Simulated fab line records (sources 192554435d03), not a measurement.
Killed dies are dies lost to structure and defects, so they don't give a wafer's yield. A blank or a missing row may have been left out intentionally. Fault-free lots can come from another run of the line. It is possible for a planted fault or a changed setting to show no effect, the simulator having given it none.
fab line records	flow n5-finfet
[record] lots = 10	wafers = 28	last-day = 16
route steps=1938 shown PMOS_HMC_CHANNEL_EPI@57 BEOL_M4@1111 PASSIVATION@1936
lots with no fault: from the same line, run without faults
start-h: the number of hours between the record's first day and the start of the first shown wafer of the lot	wait-h: hours from the lot's prior step to this one	" repeats the value in the row above	L1.1+2: one row covering several wafers at once	- value missing, or start not given	* or withheld: withheld	< > ~ a bound
route shown NAME@n: names a module that has steps shown in the file, with the first one's number in the route	usual: average and standard deviation across the fault-free wafers	same: alike in all rows	chamber/n: place in a boat	sites: the reading at each site	_std_site: the standard deviation of these	_edge_site: the outer-site mean with the inner-site mean subtracted	radius-mm: how far each site lies from the wafer's centre	mask NAME#n: copy n	behind: the most recent tool/chamber to have shaped the wafer	hold: why the lot was held/for how many hours/how that ended	device: the n, p or np transistor that did not switch	end of line: the same wafers' tests at the end of the route	for a step that has no rows: nothing shown but its recipe	killed: the dies lost at the first sort to structure and to defects; this is not the yield of the wafer	map: the dies of a wafer, with x for killed, . for not killed, _ for no die there
set.NAME: the setting that was run; set.NAME@STEP: the one run at that earlier step	model.NAME: the simulator's own value behind a step, which no gauge read
route steps across a sampled set of lots; one table per step, one row per wafer
services: a tool's chamber out of use, with start hour (start-h, from the record's first day; less than 0 if before it), hours out, and reason
[[steps]]
[step N5_PMOS_HMC_CHANNEL_EPI_HM_DEP_34]
[recipe] material = SiO2	target-thk-a = 360	temp-c = 400	precursor = TEOS/O2	pressure-torr = 6.5	rf-w = 900	teos-flow-sccm = 161.4	gas = O2	flow-sccm = 2650	time-s = 6.9
[usual] heater-power-w = 600/96	showerhead-plenum-p-Torr = 8.35/0.039	throttle-valve-pct = 18.5/1.2
[same] time-s = 6.9
lot.wafer	tool	chamber	start-h	wait-h	heater-power-w	showerhead-plenum-p-Torr	throttle-valve-pct
L628.3	pecvd-04	0	17.07	0.0	552	8.38	19.6
L628.5	"	0	"	"	554	8.41	19.1
L630.2	pecvd-04	0	29.54	0.0	433	8.38	19.5
L630.4	"	1	"	"	734	8.29	16.4
L630.5	"	0	"	"	428	8.36	19.3
L633.4	pecvd-04	1	47.51	0.0	587	8.31	16.8
L633.5	"	0	"	"	420	8.39	19.5
L633.6	"	2	"	"	601	8.36	18.7
L634.2	pecvd-04	2	54.11	0.0	646	8.36	18.5
L634.3	"	1	"	"	643	8.32	16.9
L634.6	"	0	"	"	548	8.38	19.7
L635.2	pecvd-02	1	61.39	0.0	654	8.31	19.6
L635.3	"	1	"	"	651	8.33	19.4
L635.5	"	1	"	"	658	8.31	19.6
L636.2	pecvd-02	1	64.98	0.0	638	8.32	19.7
L636.3	"	1	"	"	638	8.31	19.4
L639.3	pecvd-02	0	82.83	0.0	639	8.35	18.5
L639.4	"	2	"	"	438	8.35	17.3
L639.6	"	0	"	"	643	8.37	18.5
L642.2	pecvd-02	2	100.91	0.0	400	8.33	17.4
L642.3	"	1	"	"	639	8.35	19.7
L642.6	"	0	"	"	563	8.34	18.2
L643.1	pecvd-04	0	106.99	0.0	534	8.38	19.1
L643.2	"	1	"	"	740	8.30	16.6
L643.5	"	2	"	"	698	8.34	18.7
L644.3	pecvd-02	1	113.33	0.0	612	8.34	19.7
L644.5	"	2	"	"	357	8.33	17.4
L644.6	"	1	"	"	610	8.31	19.5
[step N5_PMOS_HMC_CHANNEL_EPI_CD_MEAS_09]
[recipe] target-cd-nm = 237.4	landing-energy-ev = 500	detector = se-inlens
[usual] cd-nm = 237.6/0.9
lot.wafer	tool	chamber	start-h	wait-h	cd-nm
L628.3	cd-sem-01	0	17.35	-	237.5
L628.5	"	0	"	"	237.6
L630.2	cd-sem-03	0	29.96	-	238.3
L630.4	"	0	"	"	238.0
L630.5	"	0	"	"	237.2
L633.4	cd-sem-01	0	47.90	-	236.6
L633.5	"	0	"	"	238.0
L633.6	"	0	"	"	236.3
L634.2	cd-sem-02	0	54.52	-	238.2
L634.3	"	0	"	"	237.7
L634.6	"	0	"	"	238.5
L635.2	cd-sem-02	0	61.81	-	237.3
L635.3	"	0	"	"	239.2
L635.5	"	0	"	"	237.1
L636.2	cd-sem-03	0	65.40	-	237.3
L636.3	"	0	"	"	237.9
L639.3	cd-sem-02	0	83.14	-	237.8
L639.4	"	0	"	"	239.0
L639.6	"	0	"	"	238.3
L642.2	cd-sem-03	0	101.31	-	237.1
L642.3	"	0	"	"	239.1
L642.6	"	0	"	"	238.7
L643.1	cd-sem-03	0	107.39	-	239.1
L643.2	"	0	"	"	237.6
L643.5	"	0	"	"	238.1
L644.3	cd-sem-02	0	113.74	-	237.6
L644.5	"	0	"	"	238.8
L644.6	"	0	"	"	237.3
[step N5_PMOS_HMC_CHANNEL_EPI_ETCH_38]
[recipe] chemistry = CF4	target = SiO2	target-depth-a = 15	ion-energy-ev = 350	pressure-mtorr = 10	icp-w = 800	bias-w = 400	cf4-flow-sccm = 80
[usual] drypump-motor-current-A = 5.7/0.45	oes-product-au = 1.014/0.022	throttle-valve-pct = 21.8/0.34
lot.wafer	tool	chamber	start-h	wait-h	drypump-motor-current-A	oes-product-au	rf-hours-counter-h	throttle-valve-pct
L628.3	rie-si-05	0	17.90	0.0	6.1	1.030	94	21.9
L628.5	"	0	"	"	6.1	1.023	-	21.9
L630.2	rie-si-05	2	30.69	0.0	5.6	1.007	52	21.9
L630.4	"	3	"	"	6.0	0.982	65	21.7
L630.5	"	2	"	"	5.6	1.016	-	21.9
L633.4	rie-si-04	1	48.42	0.0	5.5	1.047	6	22.3
L633.5	"	1	"	"	5.6	1.048	-	22.3
L633.6	"	2	"	"	6.6	1.019	-	21.5
L634.2	rie-si-05	0	55.05	0.0	6.1	1.024	94	21.9
L634.3	"	1	"	"	5.1	1.033	149	22.0
L634.6	"	0	"	"	6.1	1.021	-	21.9
L635.2	rie-si-05	3	62.35	0.0	6.0	0.987	66	21.7
L635.3	"	1	"	"	5.0	1.032	149	22.0
L635.5	"	2	"	"	5.6	1.009	-	21.9
L636.2	rie-si-01	2	66.26	0.0	5.9	0.979	114	21.6
L636.3	"	3	"	"	6.1	1.027	65	21.3
L639.3	rie-si-05	1	83.66	0.0	5.1	1.040	150	22.0
L639.4	"	0	"	"	6.1	1.030	95	21.9
L639.6	"	2	"	"	5.6	1.009	-	21.9
L642.2	rie-si-04	3	102.17	0.0	5.4	1.010	192	22.0
L642.3	"	0	"	"	5.2	0.989	2	21.4
L642.6	"	1	"	"	5.6	1.051	-	22.3
L643.1	rie-si-04	2	107.92	0.0	6.6	1.005	128	21.5
L643.2	"	1	"	"	5.6	1.053	7	22.3
L643.5	"	0	"	"	5.2	0.982	-	21.4
L644.3	rie-si-01	3	114.28	0.0	6.1	1.022	66	21.3
L644.5	"	1	"	"	5.4	0.989	-	21.1
L644.6	"	0	"	"	5.5	1.017	-	22.1
[step N5_PMOS_HMC_CHANNEL_EPI_FIN_RECESS_16]
[recipe] chemistry = HBr/Cl2	target = Si	mask-material = SiO2	target-depth-a = 540	time-s = 18	pressure-mtorr = 10	icp-w = 800	bias-w = 75	HBr_flow_sccm = 150	Cl2_flow_sccm = 80
[usual] drypump-motor-current-A = 5.7/0.45	oes-product-au = 1.010/0.017	throttle-valve-pct = 35.4/0.39
[same] time-s = 18
lot.wafer	tool	chamber	start-h	wait-h	drypump-motor-current-A	oes-product-au	rf-hours-counter-h	throttle-valve-pct
L628.3	rie-si-05	0	17.92	0.0	6.1	1.021	94	35.2
L628.5	"	0	"	"	6.1	1.016	-	35.3
L630.2	rie-si-05	2	30.71	0.0	5.7	1.029	52	35.8
L630.4	"	3	"	"	6.0	0.992	65	35.3
L630.5	"	2	"	"	5.7	1.030	-	35.8
L633.4	rie-si-04	1	48.44	0.0	5.6	1.027	6	36.1
L633.5	"	1	"	"	5.5	1.038	-	36.1
L633.6	"	2	"	"	6.6	0.999	-	35.1
L634.2	rie-si-05	0	55.07	0.0	6.1	1.022	94	35.3
L634.3	"	1	"	"	5.1	0.944	149	35.9
L634.6	"	0	"	"	6.1	1.025	-	35.3
L635.2	rie-si-05	3	62.37	0.0	6.0	0.994	66	35.3
L635.3	"	1	"	"	5.1	0.942	149	35.9
L635.5	"	2	"	"	5.7	1.020	-	35.8
L636.2	rie-si-01	2	66.28	0.0	5.9	0.989	114	35.4
L636.3	"	3	"	"	6.1	1.024	65	34.9
L639.3	rie-si-05	1	83.68	0.0	5.1	0.933	150	35.9
L639.4	"	0	"	"	6.1	0.924	95	35.4
L639.6	"	2	"	"	5.7	1.020	-	35.8
L642.2	rie-si-04	3	102.19	0.0	5.4	0.993	192	35.4
L642.3	"	0	"	"	5.2	0.992	3	35.1
L642.6	"	1	"	"	5.6	1.027	-	36.1
L643.1	rie-si-04	2	107.94	0.0	6.6	1.011	128	35.1
L643.2	"	1	"	"	5.6	1.033	7	36.1
L643.5	"	0	"	"	5.2	0.990	-	35.1
L644.3	rie-si-01	3	114.30	0.0	6.1	1.023	66	34.9
L644.5	"	1	"	"	5.4	0.997	-	34.7
L644.6	"	0	"	"	5.5	1.007	-	35.8
[step N5_PMOS_HMC_CHANNEL_EPI_THK_MEAS_22]
[recipe] reads = SiGe30_of_PMOS_HMC_CHANNEL_EPI_EPI_20
[usual] HMC_CMP_THK = 54.5/1.2
lot.wafer	tool	chamber	start-h	wait-h	HMC_CMP_THK[nm]
L628.3	film-metro-02	-	19.75	-	55.3
L628.5	"	-	"	"	54.7
L630.2	film-metro-01	-	32.52	-	54.2
L630.4	"	-	"	"	54.1
L630.5	"	-	"	"	54.8
L633.4	film-metro-01	-	50.24	-	55.8
L633.5	"	-	"	"	56.2
L633.6	"	-	"	"	55.1
L634.2	film-metro-02	-	57.28	-	55.4
L634.3	"	-	"	"	46.2
L634.6	"	-	"	"	54.9
L635.2	film-metro-02	-	64.17	-	54.4
L635.3	"	-	"	"	46.0
L635.5	"	-	"	"	54.0
L636.2	film-metro-02	-	68.68	-	52.4
L636.3	"	-	"	"	55.7
L639.3	film-metro-02	-	85.88	-	45.7
L639.4	"	-	"	"	46.4
L639.6	"	-	"	"	53.6
L642.2	film-metro-02	-	104.39	-	55.1
L642.3	"	-	"	"	53.5
L642.6	"	-	"	"	56.0
L643.1	film-metro-01	-	110.68	-	55.1
L643.2	"	-	"	"	55.8
L643.5	"	-	"	"	54.0
L644.3	film-metro-01	-	116.10	-	56.0
L644.5	"	-	"	"	52.1
L644.6	"	-	"	"	54.4
[step N5_BEOL_M4_RC_MEAS_101]
[usual] CJ_P = 5.73/0.27	DIBL_N = 36.2/2.2	DIBL_P = 36.1/2.8	IOFF_N = 0.16/0.041	IOFF_P = 0.21/0.047	ION_N = 676/16	ION_P = 463/11	SS_N = 71.6/0.78	SS_P = 73.3/0.86	VT_N = 249/3.8	VT_P = -251/3.9
lot.wafer	tool	chamber	start-h	wait-h	CJ_P	DIBL_N[mV/V]	DIBL_P[mV/V]	IOFF_N[nA/um]	IOFF_P[nA/um]	ION_N[uA/um]	ION_P[uA/um]	SS_N[mV/dec]	SS_P[mV/dec]	VT_N[mV]	VT_P[mV]
L628.3	prober-02	0	174.68	0.3	5.60	33.8	32.5	0.13	0.16	686	465	70.7	72.0	250	-256
L628.5	"	0	"	"	5.74	35.4	34.2	0.16	0.19	688	467	70.9	72.9	248	-251
L630.2	prober-02	0	196.50	0.2	5.69	36.2	35.8	0.18	0.24	684	471	71.6	73.8	245	-246
L630.4	"	0	"	"	5.85	35.3	35.2	0.15	0.22	675	465	71.0	73.2	252	-248
L630.5	"	0	"	"	5.68	36.0	35.4	0.15	0.23	666	466	71.3	73.2	254	-249
L633.4	prober-01	0	204.85	0.5	5.31	40.0	39.7	0.23	0.24	689	455	72.8	74.9	244	-251
L633.5	"	0	"	"	5.09	38.2	38.1	0.17	0.21	662	449	72.8	73.2	248	-254
L633.6	"	0	"	"	5.70	34.4	33.4	0.12	0.16	680	463	70.5	72.3	255	-255
L635.2	prober-02	0	211.58	0.2	5.89	36.6	36.2	0.16	0.20	669	458	71.7	73.7	254	-252
L635.3	"	0	"	"	6.34	32.8	32.2	0.12	0.14	687	445	70.5	72.4	252	-258
L635.5	"	0	"	"	5.93	37.7	38.9	0.19	0.23	682	459	72.2	74.6	249	-250
L634.2	prober-02	0	214.68	0.2	5.36	38.3	38.3	0.19	0.22	682	461	71.7	73.7	248	-250
L634.3	"	0	"	"	6.47	35.8	34.7	0.15	0.18	689	450	71.2	73.5	248	-252
L634.6	"	0	"	"	5.36	40.0	39.5	0.22	0.24	701	474	72.4	74.3	244	-249
L636.2	prober-01	0	223.12	0.2	6.11	37.9	38.6	0.19	0.26	698	482	71.6	73.8	248	-246
L636.3	"	0	"	"	5.71	35.0	35.5	0.13	0.21	662	464	71.4	72.8	252	-251
L639.3	prober-01	0	243.53	0.3	6.53	37.2	36.4	0.19	0.19	695	450	71.7	73.7	246	-255
L639.4	"	0	"	"	6.57	34.2	33.7	0.13	0.16	646	441	70.3	72.3	250	-257
L639.6	"	0	"	"	5.83	35.3	36.3	0.16	0.21	665	454	71.2	73.6	247	-252
L642.2	prober-01	0	273.69	0.2	5.59	35.5	36.9	0.16	0.21	669	459	71.9	73.2	247	-250
L642.3	"	0	"	"	5.65	37.2	38.5	0.21	0.24	691	468	72.1	73.8	243	-247
L642.6	"	0	"	"	5.04	35.6	36.7	0.18	0.21	686	466	72.0	73.7	245	-252
L644.3	prober-01	0	276.42	0.3	5.43	39.1	38.1	0.18	0.22	672	461	72.0	73.4	249	-253
L644.5	"	0	"	"	6.28	35.7	34.2	0.13	0.16	657	449	71.8	73.1	252	-256
L644.6	"	0	"	"	5.81	38.9	39.0	0.19	0.24	678	456	72.1	74.0	247	-252
L643.1	prober-02	0	276.83	0.0	5.62	37.5	35.7	0.19	0.20	678	460	72.2	72.8	246	-251
L643.2	"	0	"	"	5.72	32.0	31.0	0.10	0.15	654	454	70.3	71.6	255	-256
L643.5	"	0	"	"	5.84	38.7	39.0	0.21	0.26	683	467	71.8	74.6	247	-248
[step N5_PASSIVATION_PROBE_49]
[usual] defect-limited-yield = 91.4/1.4	killed_at_M0_to_M3 = 33/10	killed_at_M4_up = 14/6.1	killed-at-contacts = 14/6.1	killed-at-front-end = 38/9.7	killed-at-other = 3.1/2.9	killed-dies = 102/17	killed-open = 67/13	killed-short = 32/8	sort_bin_5_function = 5.1/0.94	sort_bin_6_memory = 3.2/0.68	sort_bin_8_speed = 0.02/0.17	sort-n-pass = 1078/17	sort-yield-pct = 91.3/1.5
[same] gross-dies = 1180	killed-at-back-side = 0	sort_bin_4_leakage[%] = 0
lot.wafer	tool	chamber	start-h	wait-h	defect-limited-yield[%]	killed_at_M0_to_M3	killed_at_M4_up	killed-at-contacts	killed-at-front-end	killed-at-other	killed-dies	killed-open	killed-short	sort_bin_5_function[%]	sort_bin_6_memory[%]	sort_bin_8_speed[%]	sort-n-pass	sort-yield-pct[%]
L628.3	prober-02	-	271.72	0.1	91.7	32	10	17	33	6	98	64	32	5.5	2.7	0	1082	91.7
L628.5	prober-02	-	271.82	0.2	89.9	46	13	10	44	6	119	80	39	5.9	3.7	0	1061	89.9
L630.2	prober-01	-	296.12	0.1	90.4	42	11	9	48	3	113	79	32	5.2	3.6	0	1067	90.4
L630.4	prober-01	-	296.22	0.2	88.2	74	17	10	27	11	139	100	39	6.9	4.7	0	1041	88.2
L630.5	prober-01	-	296.27	0.2	91.7	43	12	7	36	0	98	76	22	4.9	3.1	0	1082	91.7
L633.4	prober-01	-	310.44	0.2	93.4	29	10	10	29	0	78	51	27	3.8	2.7	0	1102	93.4
L633.5	prober-01	-	310.49	0.2	91.0	28	24	7	46	1	106	77	27	5.5	3.3	0	1074	91.0
L633.6	prober-01	-	310.54	0.3	90.8	45	14	8	40	1	108	64	44	5.3	3.5	0	1072	90.8
L634.2	prober-02	-	313.47	0.1	88.6	41	13	12	67	1	134	78	54	7.2	3.7	0	1046	88.6
L634.3	prober-02	-	313.52	0.1	90.9	32	12	12	50	1	107	80	26	5.3	3.6	0	1073	90.9
L634.6	prober-02	-	313.67	0.3	90.4	38	5	13	55	2	113	73	40	5.1	4.3	0	1067	90.4
L635.2	prober-01	-	322.88	0.1	93.4	30	13	9	18	8	78	56	20	4.7	1.7	0	1102	93.4
L635.3	prober-01	-	322.93	0.1	89.3	39	20	13	49	5	126	84	31	5.6	3.9	0	1054	89.3
L635.5	prober-01	-	323.03	0.2	92.5	21	21	6	39	2	89	67	20	3.9	3.5	0	1091	92.5
L636.2	prober-01	-	330.60	0.1	92.2	18	13	8	48	5	92	62	30	4.6	2.9	0	1088	92.2
L636.3	prober-01	-	330.65	0.1	92.2	18	21	13	33	7	92	68	24	4.6	3.0	0	1088	92.2
L639.3	prober-01	-	346.63	0.1	90.8	47	10	16	35	1	109	72	34	5.3	3.2	0	1071	90.8
L639.4	prober-01	-	346.68	0.2	91.1	36	10	16	40	3	105	63	36	5.2	2.5	0.42	1070	90.7
L639.6	prober-01	-	346.78	0.3	89.9	43	12	26	32	6	119	80	38	5.3	4.6	0	1061	89.9
L642.2	prober-01	-	376.18	0.1	91.4	44	12	11	32	2	101	66	31	4.9	3.4	0	1079	91.4
L642.3	prober-01	-	376.23	0.1	90.8	32	8	17	51	0	108	78	29	4.9	3.8	0	1072	90.8
L642.6	prober-01	-	376.38	0.3	90.6	27	24	12	47	1	111	76	35	5.3	3.9	0	1069	90.6
L643.1	prober-02	-	376.72	0.0	91.6	23	15	22	38	1	99	57	39	4.9	3.2	0	1081	91.6
L643.2	prober-02	-	376.77	0.1	90.6	39	16	9	39	8	111	69	37	5.3	3.6	0	1069	90.6
L643.5	prober-02	-	376.92	0.2	92.3	24	12	13	36	6	91	48	31	4.2	2.2	0	1089	92.3
L644.3	prober-02	-	390.30	0.1	91.8	27	33	9	26	2	97	63	29	5.3	2.3	0	1083	91.8
L644.5	prober-02	-	390.40	0.2	93.2	31	15	5	28	1	80	52	28	4.5	2.1	0	1100	93.2
L644.6	prober-02	-	390.45	0.3	89.6	48	33	7	32	3	123	86	35	6.6	3.5	0	1057	89.6
// killed by level:class
L628.3 MOL_CONTACT_COAG:geometric-particle:open=13 STI_FIN_REVEAL:geometric-particle:open=9 BEOL_M0_SAQP:geometric-particle:short=8 BEOL_M1:geometric-particle:open=6 BEOL_M0_SAQP:geometric-particle:open=5 BEOL_M0:geometric-particle:open=5 ILD0:geometric-particle:short=4 MOL_CONTACT_COAG:geometric-particle:short=4
L628.5 BEOL_M0_SAQP:geometric-particle:open=16 BEOL_M0_SAQP:geometric-particle:short=16 STI_FIN_REVEAL:geometric-particle:open=15 MOL_CONTACT_COAG:geometric-particle:open=10 FIN_SAQP:geometric-particle:open=7 BEOL_M3:geometric-particle:open=7 BEOL_M4:geometric-particle:open=5 BEOL_M2:geometric-particle:open=4
L630.2 FIN_SAQP:geometric-particle:open=20 BEOL_M2:geometric-particle:open=19 MOL_CONTACT_COAG:geometric-particle:open=8 BEOL_M0_SAQP:geometric-particle:open=7 BEOL_M0_SAQP:geometric-particle:short=6 DUMMY_GATE:geometric-particle:open=5 BEOL_M4:geometric-particle:open=5 DUMMY_GATE:geometric-particle:short=4
L630.4 BEOL_M2:geometric-particle:open=19 BEOL_M1:geometric-particle:open=18 BEOL_M3:geometric-particle:open=10 MOL_CONTACT_COAG:geometric-particle:open=10 STI_FIN_REVEAL:geometric-particle:open=9 FIN_SAQP:geometric-particle:open=7 BEOL_M2:geometric-particle:short=7 BEOL_M0_SAQP:geometric-particle:open=6
L630.5 BEOL_M2:geometric-particle:open=16 FIN_SAQP:geometric-particle:open=15 MOL_CONTACT_COAG:geometric-particle:open=7 BEOL_M0_SAQP:geometric-particle:short=7 FIN_SAQP:geometric-particle:short=6 BEOL_M6:geometric-particle:open=6 BEOL_M0_SAQP:geometric-particle:open=5 STI_FIN_REVEAL:geometric-particle:open=4
L633.4 BEOL_M3:geometric-particle:open=11 MOL_CONTACT_COAG:geometric-particle:open=9 FIN_SAQP:geometric-particle:short=6 STI_FIN_REVEAL:geometric-particle:open=6 FIN_SAQP:geometric-particle:open=5 BEOL_M0_SAQP:geometric-particle:short=5 BEOL_M0_SAQP:geometric-particle:open=5 BEOL_M1:geometric-particle:open=4
L633.5 STI_FIN_REVEAL:geometric-particle:open=14 BEOL_M4:geometric-particle:open=8 FIN_SAQP:geometric-particle:open=7 MOL_CONTACT_COAG:geometric-particle:open=7 BEOL_M0_SAQP:geometric-particle:open=7 FIN_SAQP:geometric-particle:short=6 BEOL_M1:geometric-particle:open=6 STI_FIN_REVEAL:geometric-particle:short=5
L633.6 BEOL_M3:geometric-particle:open=13 BEOL_M0_SAQP:geometric-particle:short=12 FIN_SAQP:geometric-particle:short=11 STI_FIN_REVEAL:geometric-particle:open=11 BEOL_M2:geometric-particle:open=10 MOL_CONTACT_COAG:geometric-particle:open=6 BEOL_M4:geometric-particle:open=6 BEOL_M3:geometric-particle:short=4
L634.2 FIN_SAQP:geometric-particle:short=25 FIN_SAQP:geometric-particle:open=14 BEOL_M2:geometric-particle:open=13 MOL_CONTACT_COAG:geometric-particle:open=11 BEOL_M3:geometric-particle:open=8 STI_FIN_REVEAL:geometric-particle:open=7 BEOL_M0_SAQP:geometric-particle:short=5 DUMMY_GATE:geometric-particle:open=4
L634.3 STI_FIN_REVEAL:geometric-particle:open=13 FIN_SAQP:geometric-particle:open=12 MOL_CONTACT_COAG:geometric-particle:open=12 FIN_SAQP:geometric-particle:short=10 BEOL_M2:geometric-particle:open=9 BEOL_M0_SAQP:geometric-particle:open=8 BEOL_M4:geometric-particle:open=7 BEOL_M1:geometric-particle:short=4
L634.6 FIN_SAQP:geometric-particle:short=15 FIN_SAQP:geometric-particle:open=14 MOL_CONTACT_COAG:geometric-particle:open=9 BEOL_M3:geometric-particle:open=8 BEOL_M2:geometric-particle:open=7 GATE_CUT:geometric-particle:open=6 BEOL_M1:geometric-particle:short=6 DUMMY_GATE:geometric-particle:open=5
L635.2 STI_FIN_REVEAL:geometric-particle:open=9 BEOL_M2:geometric-particle:open=8 MOL_CONTACT_COAG:geometric-particle:open=6 BEOL_M0_SAQP:geometric-particle:open=6 BEOL_M4:geometric-particle:open=6 MIM_TOP:geometric-particle:open=5 MOL_CONTACT_COAG:geometric-particle:short=3 BEOL_M0_SAQP:geometric-particle:short=3
L635.3 FIN_SAQP:geometric-particle:open=12 MOL_CONTACT_COAG:geometric-particle:open=11 HKMG_FIN:area-etch=10 BEOL_M2:geometric-particle:open=9 FIN_SAQP:geometric-particle:short=8 BEOL_M0_SAQP:geometric-particle:short=6 BEOL_M0:geometric-particle:open=6 BEOL_M3:geometric-particle:open=6
L635.5 STI_FIN_REVEAL:geometric-particle:open=13 BEOL_M4:geometric-particle:open=9 BEOL_M1:geometric-particle:open=7 FIN_SAQP:geometric-particle:short=5 ILD0:geometric-particle:open=5 MOL_CONTACT_COAG:geometric-particle:open=5 FIN_SAQP:geometric-particle:open=4 BEOL_M2:geometric-particle:open=4
L636.2 FIN_SAQP:geometric-particle:open=18 FIN_SAQP:geometric-particle:short=7 BEOL_M4:geometric-particle:open=7 ILD0:geometric-particle:short=5 BEOL_M3:geometric-particle:open=5 BEOL_M6:geometric-particle:open=5 MOL_CONTACT_COAG:geometric-particle:open=4 MOL_CONTACT_COAG:geometric-particle:short=4
L636.3 BEOL_M4:geometric-particle:open=13 MOL_CONTACT_COAG:geometric-particle:open=12 STI_FIN_REVEAL:geometric-particle:open=8 BEOL_M0_SAQP:geometric-particle:open=7 STI_FIN_REVEAL:geometric-particle:short=6 BEOL_M5:geometric-particle:open=5 DUMMY_GATE:geometric-particle:open=4 PASS1_CAP:geometric-particle:short=4
L639.3 MOL_CONTACT_COAG:geometric-particle:open=15 BEOL_M0_SAQP:geometric-particle:short=12 BEOL_M3:geometric-particle:open=12 BEOL_M0_SAQP:geometric-particle:open=11 DUMMY_GATE:geometric-particle:open=7 BEOL_M2:geometric-particle:open=6 FIN_SAQP:geometric-particle:short=5 STI_FIN_REVEAL:geometric-particle:open=4
L639.4 BEOL_M2:geometric-particle:open=11 MOL_CONTACT_COAG:geometric-particle:open=10 STI_FIN_REVEAL:geometric-particle:open=7 DUMMY_GATE:geometric-particle:open=7 MOL_CONTACT_COAG:geometric-particle:short=6 BEOL_M0_SAQP:geometric-particle:open=6 BEOL_M3:geometric-particle:open=6 BEOL_M4:geometric-particle:short=5
L639.6 MOL_CONTACT_COAG:geometric-particle:open=18 BEOL_M0_SAQP:geometric-particle:open=14 BEOL_M0_SAQP:geometric-particle:short=9 MOL_CONTACT_COAG:geometric-particle:short=8 BEOL_M2:geometric-particle:short=8 BEOL_M3:geometric-particle:open=8 FIN_SAQP:geometric-particle:short=6 STI_FIN_REVEAL:geometric-particle:open=6
L642.2 BEOL_M0_SAQP:geometric-particle:short=13 MOL_CONTACT_COAG:geometric-particle:open=10 BEOL_M2:geometric-particle:open=9 GATE_CUT:geometric-particle:open=6 BEOL_M0_SAQP:geometric-particle:open=6 BEOL_M1:geometric-particle:open=6 GATE_CUT:geometric-particle:short=5 STI_FIN_REVEAL:geometric-particle:open=4
L642.3 STI_FIN_REVEAL:geometric-particle:open=15 MOL_CONTACT_COAG:geometric-particle:open=12 BEOL_M0_SAQP:geometric-particle:short=12 BEOL_M0_SAQP:geometric-particle:open=10 FIN_SAQP:geometric-particle:open=8 GATE_CUT:geometric-particle:open=6 FIN_SAQP:geometric-particle:short=5 MOL_CONTACT_COAG:geometric-particle:short=5
L642.6 BEOL_M4:geometric-particle:open=10 BEOL_M2:geometric-particle:open=8 MOL_CONTACT_COAG:geometric-particle:open=8 BEOL_M5:geometric-particle:open=8 DUMMY_GATE:geometric-particle:open=7 BEOL_M0_SAQP:geometric-particle:open=7 FIN_SAQP:geometric-particle:open=6 DUMMY_GATE:geometric-particle:short=5
L643.1 FIN_SAQP:geometric-particle:short=16 MOL_CONTACT_COAG:geometric-particle:open=15 MOL_CONTACT_COAG:geometric-particle:short=7 BEOL_M3:geometric-particle:open=7 FIN_SAQP:geometric-particle:open=5 BEOL_M0_SAQP:geometric-particle:short=5 DUMMY_GATE:geometric-particle:open=4 STI_FIN_REVEAL:geometric-particle:open=3
L643.2 MOL_CONTACT_COAG:geometric-particle:open=8 BEOL_M0_SAQP:geometric-particle:short=8 BEOL_M0_SAQP:geometric-particle:open=8 FIN_SAQP:geometric-particle:short=7 BEOL_M1:geometric-particle:open=7 BEOL_M2:geometric-particle:open=6 STI_FIN_REVEAL:geometric-particle:open=6 FIN_SAQP:geometric-particle:open=5
L643.5 MOL_CONTACT_COAG:geometric-particle:open=11 FIN_SAQP:geometric-particle:open=8 HKMG_FIN:area-etch=8 BEOL_M0_SAQP:geometric-particle:short=7 BEOL_M0_SAQP:geometric-particle:open=5 FIN_SAQP:geometric-particle:short=4 GATE_CUT:geometric-particle:short=4 BEOL_M4:geometric-particle:short=3
L644.3 BEOL_M4:geometric-particle:open=10 MOL_CONTACT_COAG:geometric-particle:open=8 BEOL_M0_SAQP:geometric-particle:open=8 BEOL_M5:geometric-particle:open=7 DUMMY_GATE:geometric-particle:open=6 BEOL_M0_SAQP:geometric-particle:short=6 DUMMY_GATE:geometric-particle:short=4 BEOL_M1:geometric-particle:open=4
L644.5 BEOL_M0_SAQP:geometric-particle:short=10 BEOL_M4:geometric-particle:open=7 BEOL_M0_SAQP:geometric-particle:open=6 BEOL_M2:geometric-particle:open=5 MOL_CONTACT_COAG:geometric-particle:open=5 STARTING-WAFER:geometric-particle:open=5 DUMMY_GATE:geometric-particle:open=4 BEOL_M1:geometric-particle:open=4
L644.6 BEOL_M4:geometric-particle:open=15 BEOL_M2:geometric-particle:open=12 BEOL_M0_SAQP:geometric-particle:open=11 BEOL_M4:geometric-particle:short=10 BEOL_M0_SAQP:geometric-particle:short=9 STI_FIN_REVEAL:geometric-particle:open=7 FIN_SAQP:geometric-particle:open=6 BEOL_M0:geometric-particle:open=6
[[services]]
tool	chamber	start-h	hours	kind
rie-si-04	3	-2.33	3.0	repair
rie-si-04	-	13.41	0.7	repair
pecvd-02	1	19.59	18.5	repair
pecvd-02	0	27.40	16.5	scheduled-down
pecvd-02	2	43.90	-	clean
pecvd-02	2	43.90	-	consumable-replace:showerhead
pecvd-02	2	43.90	29.0	scheduled-down
pecvd-02	2	43.90	29.0	vent-cycle
pecvd-04	0	57.88	4.6	repair
pecvd-02	2	74.80	2.1	scheduled-down
rie-si-01	0	91.09	3.6	repair
pecvd-04	-	91.54	14.6	pm
pecvd-02	0	102.82	13.4	repair
[[key]]
[first-sign] step = N5_PMOS_HMC_CHANNEL_EPI_FIN_RECESS_16	reading = oes-product-au	direction = down	sigmas = 4.4	usual = 1.010	struck = 0.936
[effect] step = N5_PMOS_HMC_CHANNEL_EPI_THK_MEAS_22	reading = HMC_CMP_THK	direction = down	sigmas = 7	usual = 54.5	struck = 46.1
[effect] step = N5_BEOL_M4_RC_MEAS_101	reading = CJ_P	direction = up	sigmas = 2.8	usual = 5.73	struck = 6.48
met-at N5_PMOS_HMC_CHANNEL_EPI_FIN_RECESS_16
struck-lots L634,L635,L639
struck-wafers L634.3,L635.3,L639.3,L639.4
[baseline-loss] step = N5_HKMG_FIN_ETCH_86	wafers = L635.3
not-acting-at N5_PMOS_HMC_CHANNEL_EPI_HM_DEP_34,N5_PMOS_HMC_CHANNEL_EPI_CD_MEAS_09,N5_PMOS_HMC_CHANNEL_EPI_ETCH_38
onset-between 30.71 55.07
[fault] kind = process-parameter-drift	tool = rie-si-05	chamber = -	onset-h = 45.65	steps = N5_PMOS_HMC_CHANNEL_EPI_FIN_RECESS_16	channel = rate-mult	offset = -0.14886	shape = step	end-h = 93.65	scope = struck-wafers-only
// baseline-loss: these wafers lose ten dies or more at that step, a loss of the line's own and not of a fault; the sort's usual values leave them out
